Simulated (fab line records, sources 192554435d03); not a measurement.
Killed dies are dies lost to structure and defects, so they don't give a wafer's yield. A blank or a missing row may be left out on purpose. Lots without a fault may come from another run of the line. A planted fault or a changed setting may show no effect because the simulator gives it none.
Tool commonality check | flow n5_finfet | 10 lots, 30 wafers sampled

WHY IT WAS OPENED
At N5_BEOL_M14_CD_MEAS_28 the reading cd_nm is flagged on 1 of 10 lots. Wafers without a fault read 285.4 nm, standard deviation 1.6.
Rule: a lot is flagged when every wafer of it that has a number lies more than 4 standard deviations from that mean, or none has a number. The other lots count as sound.

lot  | measured     | on        | cd_nm (nm), wafer by wafer | flag
L502 | day 11 18:47 | cd_sem-01 | 284.7 282.2 286.2          |
L504 | day 12 00:24 | cd_sem-03 | 285.1 285.7 285.0          |
L503 | day 12 01:31 | cd_sem-02 | 284.8 285.7 286.0          |
L508 | day 12 22:41 | cd_sem-03 | 298.0 297.2 298.1          | FLAGGED
L510 | day 13 14:50 | cd_sem-03 | 285.9 285.9 286.7          |
L513 | day 14 02:17 | cd_sem-02 | 288.0 288.2 288.5          |
L516 | day 15 20:40 | cd_sem-01 | 285.7 281.5 285.1          |
L521 | day 16 21:20 | cd_sem-02 | 287.1 287.3 285.7          |
L522 | day 16 22:41 | cd_sem-02 | 287.3 286.1 286.5          |
L523 | day 17 03:49 | cd_sem-03 | 285.1 283.6 283.9          |
The numbers of the flagged lots are 297.8 nm on average: +12.4 nm against the usual, or +8 standard deviations.

WHICH TOOL RAN EACH LOT
The record holds 1 process step before the reading, out of a route of 1938 steps. In each cell: the tool, then ch and the chambers that the sampled wafers went through, then the start.
lot  | flag    | N5_BEOL_M14_EXPOSE_25
L502 |         | krf_scanner-01 ch 0, day 11 18:37
L504 |         | krf_scanner-02 ch 0, day 12 00:14
L503 |         | krf_scanner-02 ch 0, day 12 01:21
L508 | FLAGGED | krf_scanner-02 ch 0, day 12 22:31
L510 |         | krf_scanner-01 ch 0, day 13 14:40
L513 |         | krf_scanner-01 ch 0, day 14 02:07
L516 |         | krf_scanner-01 ch 0, day 15 20:29
L521 |         | krf_scanner-01 ch 0, day 16 21:10
L522 |         | krf_scanner-01 ch 0, day 16 22:31
L523 |         | krf_scanner-01 ch 0, day 17 03:39
What these steps do:
- N5_BEOL_M14_EXPOSE_25: exposes mask M14, target cd 280 nm.
- N5_BEOL_M14_CD_MEAS_28: target cd 284.4 nm.

FLAGGED OVER TOTAL, TOOL BY TOOL (the gauges that took the reading come last)
step                   | tool           | lots run | flagged | share of the flagged lots | sound lots run after its first flagged lot
N5_BEOL_M14_EXPOSE_25  | krf_scanner-01 | 7        | 0       | none                      | -
N5_BEOL_M14_EXPOSE_25  | krf_scanner-02 | 3        | 1       | all                       | 0
N5_BEOL_M14_CD_MEAS_28 | cd_sem-01      | 2        | 0       | none                      | -
N5_BEOL_M14_CD_MEAS_28 | cd_sem-02      | 4        | 0       | none                      | -
N5_BEOL_M14_CD_MEAS_28 | cd_sem-03      | 4        | 1       | all                       | 2 (L510,L523)

WHAT THE TABLE ALLOWS
2 rows of the table ran every flagged lot: krf_scanner-02 at N5_BEOL_M14_EXPOSE_25, cd_sem-03 at N5_BEOL_M14_CD_MEAS_28.
- krf_scanner-02 at N5_BEOL_M14_EXPOSE_25: 1 of its 3 lots flagged. Its last sound lot is L503 (day 12 01:21), its first flagged lot L508 (day 12 22:31): a fault that began between those two fits. Its own readings lie more than 4 standard deviations out on every wafer of the flagged lots: exposure_dose_mJ_cm2.
- cd_sem-03 at N5_BEOL_M14_CD_MEAS_28: 1 of its 4 lots flagged. Sound lots ran on it after the first flagged one (L510, L523), which a lasting fault on the whole tool wouldn't allow.
One tool is left: krf_scanner-02 at N5_BEOL_M14_EXPOSE_25.

WHAT THE SIMULATOR HAD PUT IN
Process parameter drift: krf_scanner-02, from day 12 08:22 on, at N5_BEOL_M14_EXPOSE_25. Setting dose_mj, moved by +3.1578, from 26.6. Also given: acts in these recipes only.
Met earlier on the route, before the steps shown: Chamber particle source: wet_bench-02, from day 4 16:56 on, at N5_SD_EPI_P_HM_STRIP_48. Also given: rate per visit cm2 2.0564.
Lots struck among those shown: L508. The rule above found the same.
